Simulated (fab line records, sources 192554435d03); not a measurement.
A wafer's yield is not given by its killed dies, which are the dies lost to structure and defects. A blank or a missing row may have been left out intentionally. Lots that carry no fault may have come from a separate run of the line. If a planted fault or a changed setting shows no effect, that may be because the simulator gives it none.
Split-lot experiment    flow n5_finfet    21 wafers read across 7 lots, on a route 1938 steps long

== THE SPLIT ==
At N5_BEOL_M5_ETCH_62 (etches SOC in N2/H2, target depth 75 nm, overetch 15 nm, time 112.5 s), the setting source_w was moved away from the recipe's 840 W on 6 of the 21 wafers read, by -9.2% to +12.7%. For the rest of the wafers, this setting stayed at what the recipe calls for.

Reading taken at the split's own step.

== THE READING ==
rf_vpp_V, in V, at N5_BEOL_M5_ETCH_62 (etches SOC in N2/H2, target depth 75 nm, overetch 15 nm, time 112.5 s). A value of 523.1 V with a standard deviation of 2.1 V is what fault-free wafers of this fab line usually give.

wafer   tool, chamber at the split  source_w as run, W  against the recipe  rf_vpp_V, V  against lot-mates on the recipe
L074.1  rie_diel-03, 1              840                 recipe              520.9        -
L074.3  rie_diel-03, 3              840                 recipe              522.8        -
L074.5  rie_diel-03, 2              774.8               -7.8%               536.5        +14.7
L077.3  rie_diel-05, 2              946.6               +12.7%              504.6        -18.5
L077.4  rie_diel-05, 1              840                 recipe              523.9        -
L077.5  rie_diel-05, 0              840                 recipe              522.4        -
L081.3  rie_diel-05, 3              772.2               -8.1%               541.2        +18.9
L081.5  rie_diel-05, 0              840                 recipe              522.3        -
L081.6  rie_diel-05, 1              772.2               -8.1%               540.1        +17.8
L085.3  rie_diel-03, 1              840                 recipe              523.5        -
L085.4  rie_diel-03, 0              840                 recipe              523.0        -
L085.5  rie_diel-03, 3              840                 recipe              523.1        -
L089.1  rie_diel-05, 1              840                 recipe              524.2        -
L089.3  rie_diel-05, 0              840                 recipe              519.4        -
L089.5  rie_diel-05, 2              840                 recipe              523.7        -
L093.2  rie_diel-03, 1              840                 recipe              522.7        -
L093.5  rie_diel-03, 0              840                 recipe              522.3        -
L093.6  rie_diel-03, 1              840                 recipe              522.9        -
L096.1  rie_diel-01, 0              840                 recipe              523.2        -
L096.2  rie_diel-01, 1              762.4               -9.2%               545.1        +21.9
L096.5  rie_diel-01, 1              762.4               -9.2%               546.2        +23.0

THE FIT
A straight line over all 21 wafers: rf_vpp_V changes by -1.96 V for each +1% of source_w; r = -0.97; the points scatter about the line by 2.4 V.
The same after taking each lot's own level away (the mean of its wafers on the recipe; 21 wafers): -1.98 V for each +1%; r = -0.98; scatter 2.2 V.
The reading moves by 25 V for the largest change in source_w, on that fit.
Across the lots, their own levels run from 521.85 to 523.20 V, a range of 0.6 times the standard deviation given above.
Consequently the slope shifts little with the lot-to-lot level, the two slopes agreeing.
Check: with one of the wafers moved furthest among these (+12.7%) left out of the fit, the line predicts -29.1 V for it against its lot-mates. It came out at -18.5 V against them.
Tool readings at the split's step, against how far the setting was moved: rf_vpp_V r = -0.97.

== ADDITIONAL SPLITS CARRIED BY THESE WAFERS ==
Other splits were also applied to these wafers ahead of the reading. Each is held against what the fit with the lots' levels taken away leaves over:
other split on the same wafers      wafers away from the commonest value  r with rf_vpp_V (lot level and that fit taken away)
N5_BEOL_M4_COAT_22 spin_rpm         5                                     +0.13
N5_BEOL_M4_TRENCH_ETCH_37 source_w  8                                     -0.19

== THE FILE'S OWN FIT ==
rf_vpp_V changes by -1.9 V for each +1% of source_w, r = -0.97.
